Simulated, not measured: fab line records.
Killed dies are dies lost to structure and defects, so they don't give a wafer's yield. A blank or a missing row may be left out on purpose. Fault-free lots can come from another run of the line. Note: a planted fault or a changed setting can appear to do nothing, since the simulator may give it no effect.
Which tool was responsible? | flow n5-finfet | 11 lots, 32 wafers sampled, at 4 steps of a route of 1938

WHAT THE GAUGES READ, wafer by wafer
N5_BEOL_M15_INSPECT_55: inspects for defects (darkfield).
lot  | measured     | on                | raw-defect-count
L932 | day 10 17:55 | defect-inspect-01 | 100 59 71
L933 | day 11 16:08 | defect-inspect-01 | 43 65 50
L935 | day 11 16:58 | defect-inspect-02 | 75 51 73
L934 | day 11 21:02 | defect-inspect-01 | 67 105 41
L936 | day 12 08:44 | defect-inspect-02 | 29 37 38
L945 | day 15 02:49 | defect-inspect-01 | 42 66 90
L947 | day 15 10:07 | defect-inspect-01 | 47 67 117
L950 | day 16 04:02 | defect-inspect-02 | 64 54
L952 | day 16 06:11 | defect-inspect-01 | 70 87 60
L954 | day 17 13:55 | defect-inspect-02 | 60 85 62
L955 | day 17 14:28 | defect-inspect-01 | 80 58 79

TOOL THAT RAN EACH LOT (tool first, then ch and the chambers of the sampled wafers, then the start)
lot  | N5_BEOL_M15_SPUTTER_43       | N5_BEOL_M15_ANNEAL_48            | N5_BEOL_M15_DEP_53
L932 | pvd-sputter-01, day 10 16:40 | rtp-anneal-02 ch 0, day 10 17:19 | pecvd-04 ch 0,1,2, day 10 17:51
L933 | pvd-sputter-02, day 11 14:53 | rtp-anneal-01 ch 0, day 11 15:26 | pecvd-04 ch 0,2, day 11 16:03
L935 | pvd-sputter-02, day 11 15:42 | rtp-anneal-02 ch 0, day 11 16:16 | pecvd-04 ch 0,2, day 11 16:52
L934 | pvd-sputter-03, day 11 19:47 | rtp-anneal-01 ch 0, day 11 20:18 | pecvd-04 ch 0,1,2, day 11 20:57
L936 | pvd-sputter-01, day 12 06:37 | rtp-anneal-01 ch 0, day 12 07:59 | pecvd-01 ch 0,1, day 12 08:38
L945 | pvd-sputter-01, day 15 01:33 | rtp-anneal-02 ch 0, day 15 02:10 | pecvd-01 ch 1,2, day 15 02:43
L947 | pvd-sputter-02, day 15 08:50 | rtp-anneal-01 ch 0, day 15 09:29 | pecvd-02 ch 0,1,2, day 15 10:02
L950 | pvd-sputter-03, day 16 01:05 | rtp-anneal-02 ch 0, day 16 03:01 | pecvd-02 ch 1,2, day 16 03:56
L952 | pvd-sputter-03, day 16 04:55 | rtp-anneal-01 ch 0, day 16 05:26 | pecvd-02 ch 0,1,2, day 16 06:06
L954 | pvd-sputter-01, day 17 12:38 | rtp-anneal-01 ch 0, day 17 13:11 | pecvd-01 ch 0,1,2, day 17 13:50
L955 | pvd-sputter-01, day 17 13:12 | rtp-anneal-01 ch 0, day 17 13:43 | pecvd-01 ch 0,2, day 17 14:23
- N5_BEOL_M15_SPUTTER_43: material TaN, target thk 15 nm, time 24.19 s.
- N5_BEOL_M15_ANNEAL_48: time 90 s.
- N5_BEOL_M15_DEP_53: deposits SiCN from 3MS/NH3, target thk 50 nm, time 17.8 s.

WHAT THE TOOLS THEMSELVES READ (means of the sampled wafers that have a number; where no wafer has one, the mark that the record gives instead)
N5_BEOL_M15_SPUTTER_43.
lot  | tool           | cathode-dc-power-W (W) | throttle-valve-pct (%)
L932 | pvd-sputter-01 | 15000                  | 28.6
L933 | pvd-sputter-02 | 15000                  | 29.4
L935 | pvd-sputter-02 | 15002                  | 29.6
L934 | pvd-sputter-03 | 15002                  | 30.7
L936 | pvd-sputter-01 | 15000                  | 28.5
L945 | pvd-sputter-01 | 14725                  | 28.3
L947 | pvd-sputter-02 | 15000                  | 29.7
L950 | pvd-sputter-03 | 15000                  | 31.4
L952 | pvd-sputter-03 | 15001                  | 30.8
L954 | pvd-sputter-01 | 14998                  | 30.1
L955 | pvd-sputter-01 | 14998                  | 28.8

N5_BEOL_M15_ANNEAL_48.
lot  | tool          | wafer_temp_C_max
L932 | rtp-anneal-02 | 225.99
L933 | rtp-anneal-01 | 225.44
L935 | rtp-anneal-02 | 225.66
L934 | rtp-anneal-01 | 225.58
L936 | rtp-anneal-01 | 225.72
L945 | rtp-anneal-02 | 225.95
L947 | rtp-anneal-01 | 225.59
L950 | rtp-anneal-02 | 225.45
L952 | rtp-anneal-01 | 225.77
L954 | rtp-anneal-01 | 225.75
L955 | rtp-anneal-01 | 225.34

N5_BEOL_M15_DEP_53.
lot  | tool     | showerhead-plenum-p-Torr (Torr) | throttle-valve-pct (%)
L932 | pecvd-04 | 4.156                           | 18.1
L933 | pecvd-04 | 4.155                           | 18.3
L935 | pecvd-04 | 4.161                           | 18.2
L934 | pecvd-04 | 4.146                           | 18.3
L936 | pecvd-01 | 4.198                           | 19.9
L945 | pecvd-01 | 4.160                           | 18.5
L947 | pecvd-02 | 4.145                           | 17.9
L950 | pecvd-02 | 4.143                           | 18.0
L952 | pecvd-02 | 4.146                           | 18.0
L954 | pecvd-01 | 4.189                           | 19.7
L955 | pecvd-01 | 4.208                           | 20.5

THE ANSWER, worked out from the rows above alone
Rule: the usual values come from the lots themselves. The widest of any qualifying gaps counts: lots, ordered by their means at a reading, are off when they make up no more than a third of the lots, leave a main group of 4 or more, and stand apart from it by 3 or more times the standard deviation of that group's means. A main group is skipped when, at the precision printed for the reading in the tables above, its means are all equal. Also off: a lot with no number at a reading for which 4 or more lots have one. The other lots that the step has rows for count as sound. After the gauges, taken in route order, come the tools' own readings; for these a lot's mean is taken, as printed above. At the first step where some lot is off, the reading lying furthest off is the one used; lots without a number count as furthest.
Off, at N5_BEOL_M15_SPUTTER_43 on cathode-dc-power-W: L945. The main group has a mean of 15000 W with a standard deviation of 1.3.
If a tool, at that step or one of the process steps before it, ran each lot that is off and ran no sound lot following the first of them, it fits. Not one of the candidates tried fits.

WHAT THE SIMULATOR HAD INSERTED
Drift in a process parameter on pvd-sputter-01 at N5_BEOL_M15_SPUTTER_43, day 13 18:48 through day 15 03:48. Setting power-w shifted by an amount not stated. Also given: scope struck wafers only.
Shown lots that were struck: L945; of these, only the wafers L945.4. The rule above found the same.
